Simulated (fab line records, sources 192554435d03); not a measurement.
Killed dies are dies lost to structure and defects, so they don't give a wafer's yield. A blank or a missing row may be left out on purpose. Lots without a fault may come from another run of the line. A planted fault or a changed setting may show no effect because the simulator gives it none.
fab line records | flow n5_finfet
record lots=4 wafers=12 last_day=17
route steps=1938 shown BEOL_M3@938 BEOL_M4@1111 PASSIVATION@1936
lots that met no fault: from a run of the same line without faults
start_h: hours from the record's first day to the start of the lot's first wafer shown | wait_h: hours since the lot's step before | " the same as in the row above | L1.1+2: a row that stands for several wafers | - no value, or no start given | * or withheld: withheld | < > ~ a bound
route shown NAME@n: a module of which the file shows steps, and the number in the route of the first | usual: mean/standard deviation of fault-free wafers | same: alike in all rows | chamber/n: place in a boat | sites: the reading at each site | _std_site: their standard deviation | _edge_site: outer sites' mean less inner sites' | radius_mm: how far each site lies from the wafer's centre | mask NAME#n: copy n | behind: the tool/chamber that last shaped the wafer | hold: why the lot was held/for how many hours/how that ended | device: the transistor (n, p or np) that didn't switch | end of line: the same wafers' tests at the end of the route | a step without rows: its recipe alone | killed: dies lost to structure and defects at the first sort, not the wafer's yield | map: a wafer's dies, x killed, . not, _ none there
set.NAME: the setting as run; set.NAME@STEP: as run at that earlier step | model.NAME: the simulator's own value behind a step, which no gauge read
lots at some steps of the route; a table a step, a row a wafer
services: from which hour (start_h, from the record's first day; less than 0 if before it) a tool's chamber was out of use, for how many hours, and why
## steps
# step N5_BEOL_M3_COAT_05
# recipe resist=CAR-EUV spin_rpm=1500 resist_thk_nm=30
# step N5_BEOL_M3_EBR_07
# recipe solvent=PGMEA ebr_width_mm=1.5
# step N5_BEOL_M3_SOFTBAKE_06
# recipe temp_c=110 time_s=60 resist=CAR-EUV
# step N5_BEOL_M3_EXPOSE_08
# recipe mask_id=M3 na=0.33 source_shape=dipole sigma_inner=0.369 sigma_outer=0.767 polarization=unpolarized dose_mj=33
# step N5_BEOL_M3_PEB_09
# recipe peb_temp_c=100 peb_time_s=60 resist=CAR-EUV
# step N5_BEOL_M3_DEVELOP_10
# recipe develop_time_s=30 developer=TMAH resist=CAR-EUV rinse_liquid=surfactant_rinse dry=air_spin dev_temp_c=23
# step N5_BEOL_M3_DESCUM_16
# recipe chemistry=O2 time_s=7 source_power_w=50 bias_power_w=20 pressure_mtorr=20 rf_frequency_hz=2.712e+07 temp_c=40 resist=CAR-EUV o2_flow_sccm=225
# step N5_BEOL_M3_ETCH_74
# recipe chemistry=N2/H2 target=underlayer target_depth_a=65 mask_material=CAR-EUV time_s=5.2 ion_energy_ev=200 pressure_mtorr=30 source_w=840 bias_w=150 n2_flow_sccm=200 h2_flow_sccm=200 ends=cleared
# step N5_BEOL_M3_ETCH_63
# recipe chemistry=CF4 target=SiARC target_depth_a=156 mask_material=CAR-EUV time_s=26 ion_energy_ev=80 pressure_mtorr=40 source_w=545 bias_w=36 Ar_flow_sccm=100 cf4_flow_sccm=100 ends=cleared
# step N5_BEOL_M3_ETCH_64
# recipe chemistry=N2/H2 target=SOC target_depth_a=750 overetch_a=150 mask_material=SiARC temp_c=40 time_s=112.5 ion_energy_ev=200 pressure_mtorr=30 source_w=840 bias_w=150 n2_flow_sccm=200 h2_flow_sccm=200
# usual chamber_pressure_mTorr=30.000/0.028 drypump_motor_current_A=5.5/0.42 oes_product_au=0.63/0.075 rf_fwd_power_W=836.1/2.7 rf_vpp_V=524.9/2.8 showerhead_plenum_p_Torr=2.58/0.094 throttle_valve_pct=17.8/0.33
# columns lot.wafer tool chamber start_h wait_h chamber_pressure_mTorr drypump_motor_current_A oes_product_au rf_fwd_power_W rf_hours_counter_h rf_vpp_V showerhead_plenum_p_Torr throttle_valve_pct model.SiARC_of_BEOL_M3_COAT_62.thk_nm model.BEOL_M3.cd_offset_nm
L915.1 rie_diel-04 3 205.76 0.0 30.012 5.8 0.57 838.5 215 526.0 2.60 18.2 6.8 0.4
L915.3 " 2 " " 30.054 5.2 0.68 836.0 44 524.0 2.59 17.6 6.4 -0.2
L915.4 " 1 " " 29.985 5.4 0.60 838.0 163 523.7 2.55 18.0 7 -0.2
L921.4 rie_diel-04 3 242.12 0.0 29.974 5.9 0.66 - 226 527.4 2.60 18.3 7.6 -0.2
L921.5 " 3 " " 30.005 5.9 0.65 - - 526.3 2.60 18.2 7.8 -0.2
L921.6 " 2 " " 29.964 5.3 0.76 - - 526.7 2.59 17.7 7.4 -0.2
L924.1 rie_diel-04 0 258.81 0.0 29.973 5.6 0.81 - 45 525.3 2.58 17.4 7.6 -0.4
L924.4 " 3 " " 30.018 5.8 0.66 - 230 527.3 2.60 18.3 7.8 -0.2
L924.5 " 0 " " 30.019 5.6 0.82 - - 525.5 2.58 17.5 7.6 -0.4
L930.1 rie_diel-02 0 291.97 0.0 30.010 5.8 0.68 834.3 52 526.3 2.69 17.6 6.8 0.2
L930.3 " 1 " " 30.039 6.0 0.74 836.0 12 528.9 2.68 17.0 6.8 0.4
L930.6 " 1 " " 29.981 6.0 0.73 835.6 - 526.8 2.68 17.0 6.8 0.2
# step N5_BEOL_M3_STRIP_65
# recipe chemistry=N2/H2 temp_c=40 n2_flow_sccm=200 h2_flow_sccm=200 rf_frequency_hz=6e+07
# step N5_BEOL_M3_STRIP_75
# recipe chemistry=N2/H2 temp_c=40 n2_flow_sccm=200 h2_flow_sccm=200 rf_frequency_hz=6e+07
# step N5_BEOL_M3_STRIP_66
# recipe chemistry=CF4 resist=SiARC power_w=300 bias_power_w=75 pressure_mtorr=50 cf4_flow_sccm=150 rf_frequency_hz=6e+07
# step N5_BEOL_M3_HM_OPEN_17
# recipe chemistry=Cl2/BCl3 target_depth_a=200 overetch_a=60 target=TiN mask_material=SOC ion_energy_ev=150 pressure_mtorr=10 icp_w=1000 bias_w=126 Cl2_flow_sccm=53.25 bcl3_flow_sccm=21.75 Ar_flow_sccm=25
# usual bcl3_flow_sccm=21.76/0.061 chamber_pressure_mTorr=10.000/0.0097 drypump_motor_current_A=6.2/0.45 oes_product_au=0.66/0.096 rf_fwd_power_W=991/3.1 throttle_valve_pct=22.04/0.15
# columns lot.wafer tool chamber start_h wait_h bcl3_flow_sccm chamber_pressure_mTorr drypump_motor_current_A oes_product_au rf_fwd_power_W rf_hours_counter_h throttle_valve_pct model.BEOL_M3.cd_offset_nm
L915.1 rie_metal-02 0 205.92 0.0 21.70 9.996 5.9 0.56 991 90 22.17 0.6
L915.3 " 1 " " 21.78 9.986 6.5 0.69 993 - 22.03 0
L915.4 " 0 " " 21.81 9.994 5.9 0.56 993 - 22.16 0
L921.4 rie_metal-01 0 242.32 0.1 21.79 9.990 6.2 0.54 993 - 22.20 0
L921.5 " 1 " " 21.84 10.017 6.6 0.82 995 - 21.89 -0.2
L921.6 " 0 " " 21.86 10.005 6.2 0.53 996 - 22.19 -0.2
L924.1 rie_metal-01 0 258.98 0.0 21.78 10.011 6.3 0.52 991 123 22.23 -0.2
L924.4 " 0 " " 21.69 9.997 6.3 0.53 991 - 22.21 -0.2
L924.5 " 0 " " 21.83 9.998 6.3 0.53 991 - 22.23 -0.2
L930.1 rie_metal-03 0 292.14 0.0 21.83 9.999 5.4 0.59 991 71 22.18 0.2
L930.3 " 1 " " 21.85 9.999 6.5 0.69 988 - 21.86 0.4
L930.6 " 0 " " 21.77 9.993 5.4 0.60 987 - 22.19 0.2
# step N5_BEOL_M3_STRIP_19
# recipe chemistry=O2 power_w=400 temp_c=40 pressure_mtorr=30 rf_frequency_hz=6e+07 bias_power_w=0 overash_fraction=0.2 o2_flow_sccm=225
# step N5_BEOL_M4_RC_MEAS_101
# usual DIBL_N=36.9/1.6 DIBL_P=37.1/2 IOFF_N=0.17/0.032 IOFF_P=0.22/0.036 ION_N=674/12 ION_P=463/7.8 SS_N=71.7/0.63 SS_P=73.5/0.62 VT_N=249/3.3 VT_P=-250/3.5
# columns lot.wafer tool chamber start_h wait_h DIBL_N[mV/V] DIBL_P[mV/V] IOFF_N[nA/um] IOFF_P[nA/um] ION_N[uA/um] ION_P[uA/um] SS_N[mV/dec] SS_P[mV/dec] VT_N[mV] VT_P[mV]
L915.1 prober-01 0 236.56 0.0 37.3 39.2 0.18 0.24 681 466 71.1 73.2 248 -249
L915.3 " 0 " " 34.0 36.7 0.14 0.20 681 477 70.9 72.6 249 -250
L915.4 " 0 " " 33.2 35.5 0.12 0.18 654 452 70.6 72.2 254 -253
L921.4 prober-02 0 272.70 0.5 34.6 34.5 0.12 0.18 653 456 70.9 73.5 254 -253
L921.5 " 0 " " 36.0 35.1 0.13 0.19 670 458 71.5 73.3 252 -253
L921.6 " 0 " " 36.4 35.8 0.14 0.19 661 450 71.5 73.2 254 -254
L924.1 prober-02 0 279.26 0.0 34.9 34.5 0.14 0.17 662 455 71.2 73.0 253 -254
L924.4 " 0 " " 37.1 38.1 0.17 0.23 676 464 72.1 73.4 250 -248
L924.5 " 0 " " 36.3 37.7 0.17 0.22 679 470 72.4 73.2 249 -252
L930.1 prober-01 0 309.93 0.0 36.5 37.0 0.16 0.23 683 469 71.9 73.0 248 -246
L930.3 " 0 " " 36.5 38.3 0.15 0.25 669 463 71.4 73.4 252 -245
L930.6 " 0 " " 36.6 37.2 0.16 0.24 675 467 71.7 73.4 249 -248
# step N5_PASSIVATION_PROBE_49
# usual defect_limited_yield=90.9/1.6 killed_at_M0_to_M3=34/11 killed_at_M4_up=14/5.7 killed_at_contacts=13/6.5 killed_at_front_end=43/11 killed_at_other=4/3.1 killed_dies=107/19 killed_open=71/14 killed_short=35/7.9 sort_bin_5_function=5.3/1.1 sort_bin_6_memory=3.4/0.74 sort_n_pass=1073/19 sort_yield_pct=90.9/1.6
# same gross_dies=1180 killed_at_back_side=0 sort_bin_4_leakage[%]=0 sort_bin_8_speed[%]=0
# columns lot.wafer tool chamber start_h wait_h defect_limited_yield[%] killed_at_M0_to_M3 killed_at_M4_up killed_at_contacts killed_at_front_end killed_at_other killed_dies killed_open killed_short sort_bin_5_function[%] sort_bin_6_memory[%] sort_n_pass sort_yield_pct[%]
L915.1 prober-01 - 345.66 0.0 91.2 33 14 21 34 2 104 75 28 5.5 3.1 1076 91.2
L915.3 prober-01 - 345.76 0.1 88.4 37 16 30 49 5 137 94 43 5.7 5.0 1043 88.4
L915.4 prober-01 - 345.81 0.2 89.2 30 17 26 50 5 128 95 32 7.3 3.3 1052 89.2
L921.4 prober-01 - 370.28 0.2 91.7 25 13 4 47 9 98 56 42 4.5 3.3 1082 91.7
L921.5 prober-01 - 370.33 0.2 91.2 33 11 4 48 8 104 71 32 5.1 3.4 1076 91.2
L921.6 prober-01 - 370.38 0.3 91.8 27 11 18 33 8 97 68 28 5.4 2.5 1083 91.8
L924.1 prober-01 - 374.77 0.0 88.7 29 22 21 59 2 133 76 48 6.2 3.6 1047 88.7
L924.4 prober-01 - 374.92 0.2 93.1 13 17 8 37 7 82 54 28 3.9 2.7 1098 93.1
L924.5 prober-01 - 374.97 0.2 89.5 38 18 18 46 4 124 77 47 6.1 3.8 1056 89.5
L930.1 prober-01 - 411.38 0.0 91.0 29 9 8 53 7 106 70 36 4.8 3.6 1074 91.0
L930.3 prober-01 - 411.48 0.1 94.4 31 7 5 19 4 66 38 27 2.8 2.6 1114 94.4
L930.6 prober-01 - 411.63 0.3 91.9 23 11 9 47 6 96 54 42 4.3 3.4 1084 91.9
# killed by level:class
L915.1 MOL_CONTACT_COAG:geometric_particle:open=18 BEOL_M2:geometric_particle:open=11 FIN_SAQP:geometric_particle:short=8 BEOL_M3:geometric_particle:open=8 FIN_SAQP:geometric_particle:open=6 BEOL_M4:geometric_particle:open=6 STI_FIN_REVEAL:geometric_particle:open=5 BEOL_M0_SAQP:geometric_particle:short=5
L915.3 MOL_CONTACT_COAG:geometric_particle:open=19 FIN_SAQP:geometric_particle:open=12 MOL_CONTACT_COAG:geometric_particle:short=11 BEOL_M0_SAQP:geometric_particle:open=10 FIN_SAQP:geometric_particle:short=9 STI_FIN_REVEAL:geometric_particle:open=9 BEOL_M2:geometric_particle:open=8 BEOL_M1:geometric_particle:open=7
L915.4 FIN_SAQP:geometric_particle:open=23 MOL_CONTACT_COAG:geometric_particle:open=22 FIN_SAQP:geometric_particle:short=9 BEOL_M2:geometric_particle:open=7 BEOL_M0_SAQP:geometric_particle:open=6 BEOL_M1:geometric_particle:open=5 STI_FIN_REVEAL:geometric_particle:open=4 DUMMY_GATE:geometric_particle:open=4
L921.4 STI_FIN_REVEAL:geometric_particle:open=12 GATE_CUT:geometric_particle:short=8 BEOL_M0_SAQP:geometric_particle:short=8 DUMMY_GATE:geometric_particle:open=5 BEOL_M0_SAQP:geometric_particle:open=5 DUMMY_GATE:geometric_particle:short=4 MOL_CONTACT_COAG:geometric_particle:open=4 BEOL_M4:geometric_particle:open=4
L921.5 BEOL_M3:geometric_particle:open=14 STI_FIN_REVEAL:geometric_particle:open=9 BEOL_M1:geometric_particle:open=7 ILD0:geometric_particle:short=6 BEOL_M2:geometric_particle:open=6 PAD_METAL:geometric_particle:open=6 DUMMY_GATE:geometric_particle:open=5 GATE_CUT:geometric_particle:open=5
L921.6 MOL_CONTACT_COAG:geometric_particle:open=13 BEOL_M3:geometric_particle:open=13 STI_FIN_REVEAL:geometric_particle:open=8 FIN_SAQP:geometric_particle:open=7 GATE_CUT:geometric_particle:short=6 MOL_CONTACT_COAG:geometric_particle:short=5 PAD_METAL:geometric_particle:open=5 BEOL_M4:geometric_particle:open=4
L924.1 FIN_SAQP:geometric_particle:short=20 MOL_CONTACT_COAG:geometric_particle:open=16 FIN_SAQP:geometric_particle:open=11 HKMG_FIN:area_etch=8 BEOL_M2:geometric_particle:open=7 BEOL_M3:geometric_particle:open=7 BEOL_M4:geometric_particle:open=7 GATE_CUT:geometric_particle:short=5
L924.4 FIN_SAQP:geometric_particle:open=11 DUMMY_GATE:geometric_particle:open=7 MOL_CONTACT_COAG:geometric_particle:open=7 BEOL_M4:geometric_particle:open=7 FIN_SAQP:geometric_particle:short=5 GATE_CUT:geometric_particle:short=4 BEOL_M2:geometric_particle:open=4 BEOL_M0_SAQP:geometric_particle:short=3
L924.5 MOL_CONTACT_COAG:geometric_particle:open=13 FIN_SAQP:geometric_particle:short=12 GATE_CUT:geometric_particle:short=9 BEOL_M2:geometric_particle:open=9 BEOL_M0_SAQP:geometric_particle:open=8 BEOL_M0_SAQP:geometric_particle:short=8 BEOL_M4:geometric_particle:open=7 BEOL_M3:geometric_particle:open=6
L930.1 FIN_SAQP:geometric_particle:open=13 GATE_CUT:geometric_particle:short=10 BEOL_M2:geometric_particle:open=8 BEOL_M1:geometric_particle:open=7 FIN_SAQP:geometric_particle:short=6 STI_FIN_REVEAL:geometric_particle:open=6 MOL_CONTACT_COAG:geometric_particle:open=6 GATE_CUT:geometric_particle:open=5
L930.3 BEOL_M2:geometric_particle:open=8 BEOL_M0_SAQP:geometric_particle:short=6 MOL_CONTACT_COAG:geometric_particle:open=4 BEOL_M0_SAQP:geometric_particle:open=4 BEOL_M3:geometric_particle:open=4 PASS1_CAP:geometric_particle:open=4 FIN_SAQP:geometric_particle:open=3 FIN_SAQP:geometric_particle:short=3
L930.6 BEOL_M2:geometric_particle:open=7 FIN_SAQP:geometric_particle:short=6 ILD0:geometric_particle:short=6 GATE_CUT:geometric_particle:short=6 MOL_CONTACT_COAG:geometric_particle:open=6 GATE_CUT:geometric_particle:open=5 BEOL_M0_SAQP:geometric_particle:open=5 FIN_SAQP:geometric_particle:open=4
## services
# columns tool chamber start_h hours kind
rie_metal-01 1 186.07 - clean
rie_metal-01 1 186.07 16.2 scheduled_down
rie_metal-01 1 186.07 16.2 vent_cycle
rie_diel-02 3 188.65 - clean
rie_diel-02 3 188.65 - consumable_replace:focus_ring
rie_diel-02 3 188.65 18.4 scheduled_down
rie_diel-02 3 188.65 18.4 vent_cycle
rie_diel-04 - 189.90 2.8 pm
rie_diel-02 1 217.11 - clean
rie_diel-02 1 217.11 - consumable_replace:focus_ring
rie_diel-02 1 217.11 - consumable_replace:showerhead
rie_diel-02 1 217.11 28.9 scheduled_down
rie_diel-02 1 217.11 28.9 vent_cycle
rie_diel-04 0 239.88 1.8 repair
rie_diel-02 1 252.83 7.7 repair
rie_metal-01 0 261.52 7.2 repair
rie_diel-02 2 284.20 - clean
rie_diel-02 2 284.20 - consumable_replace:focus_ring
rie_diel-02 2 284.20 12.1 scheduled_down
rie_diel-02 2 284.20 12.1 vent_cycle
## key
first_sign none at tools or gauges
model_effect step=N5_BEOL_M3_ETCH_64 value=SiARC_of_BEOL_M3_COAT_62.thk_nm without=6.767 struck=7.633
model_effect step=N5_BEOL_M3_HM_OPEN_17 value=BEOL_M3.cd_offset_nm without=0.2 struck=-0.1667
met_at N5_BEOL_M3_ETCH_64
struck_wafers L921.4,L921.5,L921.6,L924.1,L924.4,L924.5
onset_between 205.76 242.12
fault kind=process_parameter_drift tool=rie_diel-04 chamber=- onset_h=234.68 steps=N5_BEOL_M3_ETCH_64 channel=time_s offset=* shape=step end_h=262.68 acts_in=* stated=*
